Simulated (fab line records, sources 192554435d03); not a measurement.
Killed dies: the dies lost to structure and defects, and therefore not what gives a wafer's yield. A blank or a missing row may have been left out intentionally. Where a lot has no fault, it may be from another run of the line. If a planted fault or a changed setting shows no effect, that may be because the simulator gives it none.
Problem report in the 8D (eight disciplines) form, filled by code -- flow n5-finfet -- the parts of the form that need people (team, actions taken, sign-off) are left out

1. THE PROBLEM
On 3 wafers of 1 lot, cd-nm at N5_BEOL_M15_CD_MEAS_28 has a mean of 441.3 nm; fault-free wafers read 407.2 nm, standard deviation 2.4. Relative to the usual mean, that is a shift of +14 standard deviations.
The step: target cd 407.6 nm.
First seen on wafer L688.1, day 16 17:35, on cd-sem-03. At this step, 29 wafers from 10 lots have a number in the record. The rule behind "out" and "out of limits": a value lying over 4 standard deviations away from the usual mean. The rest of the wafers with a number are treated as sound.

2. WHAT IT IS; WHAT IT IS NOT
question,is,is not
which readings at this step,cd-nm,-
which lots,L688,"L670, L671, L673, L675, L678, L679, L680, L684, L690"
which wafers of those lots,all that have a number,-
read on which gauges,cd-sem-03,cd-sem-01
when,from day 16 17:35,up to then (23 sound wafers); but 3 sound wafers of L690 came after

3. WHAT RULES OUT EACH SUSPECT
Counting: a tool at any process step up to the reading remains a suspect when it ran all the lots that are out and ran no sound lot after the first of those.
- ruled out: the gauge at N5_BEOL_M15_CD_MEAS_28. All the wafers that are out were read on cd-sem-03, but those of them that N5_BEOL_M15_EXPOSE_25 has rows for are out there too, on other tools.
- rie-diel-04 at N5_BEOL_M15_ETCH_57 (etches SOC in N2/H2, time 750 s): kept. It ran the lot that is out, L688 (day 16 16:41), and no sound lot after that; its last sound lot up to then is L678 (day 13 16:17).
- krf-scanner-01 at N5_BEOL_M15_EXPOSE_25 (exposes mask M15, target cd 400 nm): kept. It ran the lot that is out, L688 (day 16 17:25), and no sound lot after that; its last sound lot up to then is L684 (day 15 18:52). Its own readings are out on those wafers: exposure-dose-mJ-cm2.
The count leaves krf-scanner-01 at N5_BEOL_M15_EXPOSE_25 and rie-diel-04 at N5_BEOL_M15_ETCH_57.

4. THE CAUSE (what the simulator had put in)
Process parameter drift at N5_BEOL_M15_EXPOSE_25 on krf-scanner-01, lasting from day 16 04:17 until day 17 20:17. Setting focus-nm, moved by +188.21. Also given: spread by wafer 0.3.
Counting left 2 suspects, and this tool is among them.

5. THE CHAIN OF EFFECTS, in route order
Rows list readings where the struck wafers' mean (over those with a number) sits beyond 3 standard deviations from the usual. Readings are gone through only where the record gives a usual standard deviation; hours: the median, over the lots, of the time from a lot's start at the first step in this table giving one to that lot's start at this step; sigmas: the change measured in usual standard deviations.
hours,step,reading,usual,on struck wafers,change,sigmas
0,N5_BEOL_M15_EXPOSE_25,exposure-dose-mJ-cm2,35.49,32.94,-2.55,-75
0,N5_BEOL_M15_CD_MEAS_28,cd-nm,407.2 nm,441.3,+34.1,+14
23,N5_PASSIVATION_PROBE_49,defect-limited-yield,90.9 %,84.1,-6.8,-4.5
23,N5_PASSIVATION_PROBE_49,killed_at_M4_up,13,111,+98,+18
23,N5_PASSIVATION_PROBE_49,killed-dies,108,188,+80,+4.4
23,N5_PASSIVATION_PROBE_49,sort-n-pass,1072,992,-80,-4.4
23,N5_PASSIVATION_PROBE_49,sort-yield-pct,90.9 %,84.1,-6.8,-4.5
Process steps it contains:
- N5_BEOL_M15_EXPOSE_25: exposes mask M15, target cd 400 nm.
- N5_PASSIVATION_PROBE_49

6. HOW IT WOULD HAVE BEEN CAUGHT EARLIER
Counted from the fault's start at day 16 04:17, it took 13 hours until the first out-of-limits reading at a measuring or inspecting step in this record, taken at day 16 17:35.
The tool's own readings at N5_BEOL_M15_EXPOSE_25 were out on every struck wafer that the step has a row for (exposure-dose-mJ-cm2): an alarm limit on them would have fired on the first of those.
All the lots that are out (1) had begun N5_BEOL_M15_EXPOSE_25 on krf-scanner-01 by day 16 17:35. Tool hold at that time: it would have spared none of them.
